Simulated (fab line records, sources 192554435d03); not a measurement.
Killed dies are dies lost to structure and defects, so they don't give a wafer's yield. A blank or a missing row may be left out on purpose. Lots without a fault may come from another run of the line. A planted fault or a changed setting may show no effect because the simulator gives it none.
Problem report in the 8D (eight disciplines) form, filled by code | flow n5_finfet | the parts of the form that need people (team, actions taken, sign-off) are left out

1. THE PROBLEM
oes_product_au at N5_BEOL_M7_VIA_ETCH_34 reads a mean of 0.30 a.u. on 1 wafer of 1 lot; wafers without a fault read 0.80 a.u. with a standard deviation of 0.075. That is -6.7 standard deviations from the usual mean.
The step: etches SiCOH lowk in C4F6/O2, target depth 125.5 nm, time 50.5 s.
First seen on wafer L387.5, day 15 06:45, on rie_diel-03. The record holds 24 wafers of 8 lots with a number at this step. Rule for "out", or "out of limits": more than 4 standard deviations from the usual mean. The other wafers with a number count as sound.

2. WHAT IT IS AND WHAT IT IS NOT
question                    | is                | is not
which readings at this step | oes_product_au    | drypump_motor_current_A, oes_f_703_au, rf_vpp_V, showerhead_plenum_p_Torr, throttle_valve_pct
which lots                  | L387              | L366, L371, L372, L376, L379, L388, L389
which wafers of those lots  | L387.5            | L387.2, L387.6
read on which tools         | rie_diel-03       | rie_diel-01, rie_diel-05
when                        | from day 15 06:45 | up to then (17 sound wafers); but 6 sound wafers of L388, L389 came after

3. SUSPECTS, AND WHAT RULES EACH OUT
Counting: a tool at a process step up to the reading stays a suspect if it ran every lot that is out. Sound lots after the first of them don't rule it out here, since some wafers of a struck lot are sound.
- rie_metal-02 at N5_BEOL_M7_HM_OPEN_17 (chemistry Cl2/BCl3, target TiN, target depth 20 nm, overetch 6 nm): kept. It ran the lot that is out, L387 (day 14 23:49); its last sound lot up to then is L372 (day 11 05:13).
- rie_diel-03 at N5_BEOL_M7_ETCH_72 (etches underlayer in N2/H2, target depth 6.5 nm, time 5.2 s): kept. It ran the lot that is out, L387 (day 15 06:36); its last sound lot up to then is L376 (day 11 17:28).
- rie_diel-03 at N5_BEOL_M7_VIA_ETCH_34 (etches SiCOH lowk in C4F6/O2, target depth 125.5 nm, time 50.5 s): kept. It ran the lot that is out, L387 (day 15 06:45); its last sound lot up to then is L376 (day 11 17:36). Its own readings are out on those wafers: oes_product_au.
- Within rie_diel-03 at N5_BEOL_M7_ETCH_72: the wafers that are out ran in chamber 0; their sound lot-mates ran in chambers 1, 3.
- Within rie_diel-03 at N5_BEOL_M7_VIA_ETCH_34: the wafers that are out ran in chamber 0; their sound lot-mates ran in chambers 1, 3.
Left after counting: rie_metal-02 at N5_BEOL_M7_HM_OPEN_17, rie_diel-03 at N5_BEOL_M7_ETCH_72, rie_diel-03 at N5_BEOL_M7_VIA_ETCH_34.

4. THE CAUSE (what the simulator had put in)
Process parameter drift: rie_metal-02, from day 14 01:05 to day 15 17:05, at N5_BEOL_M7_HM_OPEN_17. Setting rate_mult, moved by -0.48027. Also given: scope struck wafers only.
Counting left 3 suspects, and this tool is among them.

5. THE CHAIN OF EFFECTS, in route order
Each row: a reading whose mean over the struck wafers that have a number lies more than 3 standard deviations from the usual. Only readings for which the record gives a usual standard deviation are gone through. hours: the time from each lot's start at the first step in this table that gives one to its start at this step, as a median over the lots. sigmas: the change in usual standard deviations.
hours | step                    | reading              | usual     | on struck wafers | change | sigmas
0     | N5_BEOL_M7_VIA_ETCH_34  | oes_product_au       | 0.80 a.u. | 0.30             | -0.50  | -6.7
79    | N5_PASSIVATION_PROBE_49 | defect_limited_yield | 91.5 %    | 0.0              | -91.5  | -65
79    | N5_PASSIVATION_PROBE_49 | killed_at_M4_up      | 12        | 1100             | +1088  | +99 or more
79    | N5_PASSIVATION_PROBE_49 | killed_dies          | 100       | 1180             | +1080  | +64
79    | N5_PASSIVATION_PROBE_49 | killed_on_rim        | 13        | 152              | +139   | +36
79    | N5_PASSIVATION_PROBE_49 | sort_bin_5_function  | 5.0 %     | 96.5             | +91.5  | +96
79    | N5_PASSIVATION_PROBE_49 | sort_n_pass          | 1079      | 0                | -1079  | -63
79    | N5_PASSIVATION_PROBE_49 | sort_yield_pct       | 91.4 %    | 0.0              | -91.4  | -61
The process steps in it:
- N5_BEOL_M7_VIA_ETCH_34: etches SiCOH lowk in C4F6/O2, target depth 125.5 nm, time 50.5 s.
- N5_PASSIVATION_PROBE_49
Readings that are blank on the struck wafers while sound wafers have them: trench_depth_nm at N5_BEOL_M7_OCD_MEAS_38; cd_nm at N5_BEOL_M7_CD_MEAS_35.

6. WHAT WOULD HAVE CAUGHT IT SOONER
In this record the first reading out of limits was taken at day 15 06:45, 30 hours after the fault began at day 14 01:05.
Of the tool readings at N5_BEOL_M7_HM_OPEN_17 for which the record gives a usual standard deviation, none was out on any struck wafer, so an alarm limit of 4 standard deviations on them would not have fired.
All the lots that are out (1) had begun N5_BEOL_M7_HM_OPEN_17 on rie_metal-02 by day 15 06:45. A hold on the tool at that time would have spared none of them.
